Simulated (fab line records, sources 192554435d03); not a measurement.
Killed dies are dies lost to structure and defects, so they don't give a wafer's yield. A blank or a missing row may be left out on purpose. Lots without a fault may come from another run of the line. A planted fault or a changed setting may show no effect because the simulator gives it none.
fab line records | flow n5_finfet
record lots=6 wafers=18 last_day=17
route steps=1938 shown MIM_TOP_LITHO@1839 MIM_TOP_ETCH@1851 PASSIVATION@1936
lots that met no fault: from a run of the same line without faults
start_h: hours from the record's first day to the start of the lot's first wafer shown | wait_h: hours since the lot's step before | " the same as in the row above | L1.1+2: a row that stands for several wafers | - no value, or no start given | * or withheld: withheld | < > ~ a bound
route shown NAME@n: a module of which the file shows steps, and the number in the route of the first | usual: mean/standard deviation of fault-free wafers | same: alike in all rows | chamber/n: place in a boat | sites: the reading at each site | _std_site: their standard deviation | _edge_site: outer sites' mean less inner sites' | radius_mm: how far each site lies from the wafer's centre | mask NAME#n: copy n | behind: the tool/chamber that last shaped the wafer | hold: why the lot was held/for how many hours/how that ended | device: the transistor (n, p or np) that didn't switch | end of line: the same wafers' tests at the end of the route | a step without rows: its recipe alone | killed: dies lost to structure and defects at the first sort, not the wafer's yield | map: a wafer's dies, x killed, . not, _ none there
set.NAME: the setting as run; set.NAME@STEP: as run at that earlier step | model.NAME: the simulator's own value behind a step, which no gauge read
lots at some steps of the route; a table a step, a row a wafer
services: from which hour (start_h, from the record's first day; less than 0 if before it) a tool's chamber was out of use, for how many hours, and why
## steps
# step N5_MIM_TOP_LITHO_HMDS_01
# recipe time_s=60 temp_c=120
# step N5_MIM_TOP_LITHO_COAT_02
# recipe spin_rpm=* resist_thk_nm=*
# step N5_MIM_TOP_LITHO_EBR_04
# recipe solvent=PGMEA ebr_width_mm=1.5
# step N5_MIM_TOP_LITHO_SOFTBAKE_03
# recipe temp_c=100 time_s=90
# step N5_MIM_TOP_LITHO_EXPOSE_05
# recipe mask_id=MIM_TOP na=0.55 source_shape=conventional sigma_outer=0.8 polarization=unpolarized target_cd_nm=2000 dose_mj=20.5
# step N5_MIM_TOP_LITHO_PEB_06
# recipe peb_temp_c=withheld peb_time_s=*
# step N5_MIM_TOP_LITHO_DEVELOP_07
# recipe develop_time_s=60 rinse_liquid=diw dry=air_spin dev_temp_c=21
# step N5_MIM_TOP_LITHO_HARDBAKE_09
# recipe temp_c=130 time_s=120
# step N5_MIM_TOP_LITHO_CD_MEAS_08
# recipe target_cd_nm=2000 landing_energy_ev=500 detector=se_inlens
# usual cd_nm=2000.8/1.9
# columns lot.wafer tool chamber start_h wait_h cd_nm
L349.1 cd_sem-01 0 270.62 - 2004.3
L349.4 " 0 " " 1999.7
L349.6 " 0 " " 2002.2
L353.1 cd_sem-01 0 287.09 - 1999.2
L353.5 " 0 " " 1999.2
L353.6 " 0 " " 2000.3
L355.2 cd_sem-03 0 295.09 - 2000.5
L355.3 " 0 " " 2002.3
L355.4 " 0 " " 2002.0
L359.1 cd_sem-01 0 334.02 - 2001.8
L359.3 " 0 " " 2004.8
L359.6 " 0 " " 2000.5
L357.1 cd_sem-03 0 334.18 - 2001.6
L357.2 " 0 " " 1999.4
L357.6 " 0 " " 1999.3
L368.1 cd_sem-03 0 388.55 - 2001.0
L368.2 " 0 " " 2002.4
L368.4 " 0 " " 2003.3
# step N5_MIM_TOP_LITHO_OVL_MEAS_11
# recipe points_per_wafer=44
# usual MIM_TOP_OVL=3/6
# columns lot.wafer tool chamber start_h wait_h MIM_TOP_OVL[nm]
L349.1 overlay-01 0 270.65 0.0 9
L349.4 " 0 " " -2
L349.6 " 0 " " -2
L353.1 overlay-01 0 287.12 0.0 3
L353.5 " 0 " " 4
L353.6 " 0 " " 1
L355.2 overlay-02 0 295.12 0.0 8
L355.3 " 0 " " 8
L355.4 " 0 " " 7
L359.1 overlay-01 0 334.05 0.0 12
L359.3 " 0 " " 5
L359.6 " 0 " " -9
L357.1 overlay-01 0 334.21 0.0 4
L357.2 " 0 " " 1
L357.6 " 0 " " -4
L368.1 overlay-02 0 388.58 0.0 12
L368.2 " 0 " " 7
L368.4 " 0 " " 5
# step N5_MIM_TOP_LITHO_INSPECT_12
# recipe mode=adi inspect_instrument=macro
# usual raw_defect_count=2.0/1.4
# columns lot.wafer tool chamber start_h wait_h raw_defect_count
L349.1 defect_inspect-02 - 270.68 0.0 0
L349.4 " - " " 1
L349.6 " - " " 2
L353.1 defect_inspect-01 - 287.14 0.0 4
L353.5 " - " " 2
L353.6 " - " " 0
L355.2 defect_inspect-02 - 295.14 0.0 0
L355.3 " - " " 0
L355.4 " - " " 3
L359.1 defect_inspect-01 - 334.07 0.0 1
L359.3 " - " " 0
L359.6 " - " " 1
L357.1 defect_inspect-01 - 334.23 0.0 5
L357.2 " - " " 2
L357.6 " - " " 0
L368.1 defect_inspect-02 - 388.61 0.0 0
L368.2 " - " " 1
L368.4 " - " " 1
# step N5_MIM_TOP_LITHO_DESCUM_10
# recipe chemistry=O2 time_s=7.9 source_power_w=50 bias_power_w=20 pressure_mtorr=20 rf_frequency_hz=2.712e+07 temp_c=40 o2_flow_sccm=225
# usual drypump_motor_current_A=5.5/0.5 oes_product_au=0.80/0.088 rf_vpp_V=243.4/1.6 showerhead_plenum_p_Torr=2.10/0.089 throttle_valve_pct=20.43/0.24
# columns lot.wafer tool chamber start_h wait_h drypump_motor_current_A oes_product_au rf_hours_counter_h rf_vpp_V showerhead_plenum_p_Torr throttle_valve_pct
L349.1 rie_diel-04 1 270.72 0.0 5.9 0.73 211 241.4 1.98 20.27
L349.4 " 3 " " 5.1 0.74 158 242.8 2.08 20.59
L349.6 " 1 " " 5.9 0.72 - 242.2 1.98 20.29
L353.1 rie_diel-05 1 287.63 0.5 5.1 0.83 80 243.7 2.01 20.22
L353.5 " 0 " " 5.9 0.74 - 243.9 2.18 20.75
L353.6 " 1 " " 5.1 0.84 - 242.3 2.01 20.21
L355.2 rie_diel-05 3 295.18 0.0 6.4 0.92 16 245.2 2.23 20.12
L355.3 " 0 " " 5.8 0.73 163 244.8 2.18 20.73
L355.4 " 2 " " 5.3 0.83 94 244.5 2.20 20.26
L359.1 rie_diel-04 0 334.11 0.0 5.7 0.94 9 244.9 2.13 20.08
L359.3 " 2 " " 6.3 0.79 110 241.6 2.03 20.76
L359.6 " 2 " " 6.3 0.78 - 243.0 2.03 20.77
L357.1 rie_diel-05 2 334.29 0.1 5.4 0.80 107 246.1 2.20 20.28
L357.2 " 1 " " 5.1 0.81 97 242.2 2.01 20.25
L357.6 " 2 " " 5.4 0.80 - 246.0 2.20 20.27
L368.1 rie_diel-06 0 388.64 0.0 4.8 0.70 234 241.5 1.97 20.49
L368.2 " 3 " " 4.9 0.83 79 245.3 2.21 20.51
L368.4 " 2 " " 5.3 0.96 - 242.8 2.06 20.37
# step N5_MIM_TOP_ETCH_ETCH_00
# recipe chemistry=Cl2/BCl3 target=TiN target_depth_a=385 ion_energy_ev=150 pressure_mtorr=10 icp_w=1000 bias_w=126 Cl2_flow_sccm=53.25 bcl3_flow_sccm=21.75 Ar_flow_sccm=25
# usual drypump_motor_current_A=5.4/0.31 mfc_cl2_sccm=53.26/0.16 oes_product_au=0.80/0.11 throttle_valve_pct=22.81/0.21
# columns lot.wafer tool chamber start_h wait_h drypump_motor_current_A mfc_cl2_sccm oes_product_au rf_hours_counter_h throttle_valve_pct
L349.1 rie_metal-02 0 270.81 0.1 5.0 53.34 0.79 43 22.88
L349.4 " 1 " " 6.0 53.18 0.63 - 22.87
L349.6 " 1 " " 6.0 53.11 0.64 - 22.89
L353.1 rie_metal-01 0 287.72 0.1 5.2 52.98 0.86 15 22.71
L353.5 " 1 " " 5.5 53.44 0.88 - 22.55
L353.6 " 0 " " 5.2 53.45 0.87 - 22.69
L355.2 rie_metal-01 1 295.26 0.1 5.5 53.11 0.88 13 22.55
L355.3 " 1 " " 5.5 53.38 0.87 - 22.54
L355.4 " 0 " " 5.2 53.19 0.86 - 22.72
L359.1 rie_metal-02 0 334.19 0.1 5.0 57.95 0.76 53 23.40
L359.3 " 0 " " 5.0 57.78 0.78 - 23.40
L359.6 " 1 " " 6.0 53.56 1.03 - 22.46
L357.1 rie_metal-02 0 334.38 0.1 5.0 58.02 0.76 53 23.40
L357.2 " 1 " " 6.0 53.15 1.01 0 22.47
L357.6 " 0 " " 5.0 57.75 0.76 - 23.40
L368.1 rie_metal-03 1 388.73 0.1 5.5 53.57 0.68 90 23.03
L368.2 " 0 " " 5.6 53.04 0.94 2 22.88
L368.4 " 1 " " 5.6 53.51 0.68 - 23.01
# step N5_MIM_TOP_ETCH_STRIP_01
# recipe chemistry=O2 power_w=600 temp_c=60 pressure_mtorr=30 rf_frequency_hz=6e+07 bias_power_w=0 overash_fraction=0.5 o2_flow_sccm=225
# usual drypump_motor_current_A=5.9/0.51 oes_product_au=0.77/0.078 rf_vpp_V=3.6/1.3 showerhead_plenum_p_Torr=2.12/0.061 throttle_valve_pct=16.64/0.19
# columns lot.wafer tool chamber start_h wait_h drypump_motor_current_A oes_product_au rf_hours_counter_h rf_vpp_V showerhead_plenum_p_Torr throttle_valve_pct
L349.1 rie_diel-02 1 270.95 0.1 5.7 0.74 187 1.5 2.10 16.60
L349.4 " 1 " " 5.7 0.74 - 4.5 2.10 16.62
L349.6 " 3 " " 5.6 0.89 - 5.5 2.23 16.38
L353.1 rie_diel-03 2 287.90 0.1 4.9 0.85 47 6.3 2.03 16.38
L353.5 " 0 " " 6.7 0.74 - 3.1 2.10 16.73
L353.6 " 2 " " 4.9 0.82 - 2.4 2.03 16.39
L355.2 rie_diel-03 2 295.40 0.1 4.9 0.84 50 5.9 2.03 16.43
L355.3 " 3 " " 5.9 0.69 212 2.2 2.17 16.96
L355.4 " 1 " " 6.1 0.72 206 4.7 2.15 16.79
L359.1 rie_diel-03 2 334.35 0.1 4.9 0.83 60 2.3 2.02 16.37
L359.3 " 1 " " 6.1 0.72 216 3.5 2.15 16.76
L359.6 " 0 " " 6.7 0.72 - 1.7 2.10 16.73
L357.1 rie_diel-03 2 334.66 0.2 4.8 0.82 60 2.5 2.03 16.37
L357.2 " 0 " " 6.8 0.72 166 1.3 2.10 16.78
L357.6 " 2 " " 4.8 0.84 - 3.5 2.02 16.41
L368.1 rie_diel-01 0 388.87 0.1 5.8 0.82 88 3.4 2.09 16.60
L368.2 " 1 " " 5.8 0.77 111 2.8 2.22 16.70
L368.4 " 2 " " 5.7 0.68 - 5.2 2.15 16.45
# step N5_PASSIVATION_PROBE_49
# usual defect_limited_yield=91.3/1.5 killed_at_M0_to_M3=35/10 killed_at_M4_up=12/4.6 killed_at_contacts=13/6.6 killed_at_front_end=39/11 killed_at_other=4/3.4 killed_dies=103/17 killed_open=67/13 killed_short=35/8.2 sort_bin_5_function=5.1/0.94 sort_bin_6_memory=3.2/0.7 sort_n_pass=1077/17 sort_yield_pct=91.3/1.5
# same gross_dies=1180 killed_at_back_side=0 sort_bin_4_leakage[%]=0 sort_bin_8_speed[%]=0
# columns lot.wafer tool chamber start_h wait_h defect_limited_yield[%] killed_at_M0_to_M3 killed_at_M4_up killed_at_contacts killed_at_front_end killed_at_other killed_dies killed_open killed_short sort_bin_5_function[%] sort_bin_6_memory[%] sort_n_pass sort_yield_pct[%]
L353.1 prober-01 - 298.48 0.0 92.2 32 6 5 47 2 92 60 31 4.4 3.1 1088 92.2
L353.5 prober-01 - 298.68 0.2 91.9 31 11 12 33 8 95 60 35 5.3 2.6 1085 91.9
L353.6 prober-01 - 298.73 0.3 92.2 42 4 9 35 2 92 65 26 4.7 2.7 1088 92.2
# killed by level:class
L353.1 STI_FIN_REVEAL:geometric_particle:open=13 BEOL_M1:geometric_particle:open=9 FIN_SAQP:geometric_particle:open=7 BEOL_M0_SAQP:geometric_particle:short=6 STI_FIN_REVEAL:geometric_particle:short=5 DUMMY_GATE:geometric_particle:open=5 FIN_SAQP:geometric_particle:short=4 STARTING-WAFER:geometric_particle:short=4
L353.5 MOL_CONTACT_COAG:geometric_particle:open=10 BEOL_M3:geometric_particle:open=9 FIN_SAQP:geometric_particle:short=7 FIN_SAQP:geometric_particle:open=6 BEOL_M1:geometric_particle:short=5 BEOL_M2:geometric_particle:open=5 STARTING-WAFER:geometric_particle:short=5 STARTING-WAFER:geometric_particle:open=5
L353.6 STI_FIN_REVEAL:geometric_particle:open=14 BEOL_M1:geometric_particle:open=12 BEOL_M0_SAQP:geometric_particle:open=8 BEOL_M3:geometric_particle:open=7 MOL_CONTACT_COAG:geometric_particle:open=7 FIN_SAQP:geometric_particle:short=6 BEOL_M0_SAQP:geometric_particle:short=6 FIN_SAQP:geometric_particle:open=5
## services
# columns tool chamber start_h hours kind
rie_diel-03 0 253.64 2.0 repair
rie_diel-02 0 254.95 14.4 repair
rie_diel-06 3 258.82 2.4 repair
rie_diel-02 3 282.57 1.5 repair
rie_diel-03 3 285.32 6.0 repair
rie_diel-01 - 290.73 2.8 pm
rie_diel-04 0 292.44 - clean
rie_diel-04 0 292.44 - consumable_replace:focus_ring
rie_diel-04 0 292.44 17.5 scheduled_down
rie_diel-04 0 292.44 17.5 vent_cycle
rie_diel-01 2 293.58 40.7 repair
rie_metal-02 1 299.83 - clean
rie_metal-02 1 299.83 32.6 scheduled_down
rie_metal-02 1 299.83 32.6 vent_cycle
rie_diel-04 3 323.85 12.5 repair
rie_diel-02 2 324.02 3.9 repair
rie_diel-01 1 326.23 2.7 repair
rie_diel-04 2 328.65 1.8 repair
rie_diel-06 1 330.77 13.6 repair
rie_metal-03 1 337.15 8.3 repair
rie_metal-02 1 340.07 5.2 repair
rie_diel-05 - 352.93 2.8 pm
rie_diel-05 - 366.99 4.3 pm
rie_diel-06 1 386.04 1.5 repair
## key
first_sign step=N5_MIM_TOP_ETCH_ETCH_00 reading=mfc_cl2_sccm direction=up sigmas=28 usual=53.26 struck=57.88
effect step=N5_MIM_TOP_ETCH_ETCH_00 reading=throttle_valve_pct direction=up sigmas=2.9 usual=* struck=*
met_at N5_MIM_TOP_ETCH_ETCH_00
struck_wafers L357.1,L357.6,L359.1,L359.3
onset_between 270.81 334.19
fault kind=process_parameter_drift tool=rie_metal-02 chamber=0 onset_h=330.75 steps=N5_MIM_TOP_ETCH_ETCH_00 channel=Cl2_flow_sccm offset=4.4541 shape=step end_h=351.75 acts_in=these_recipes_only stated=53.25
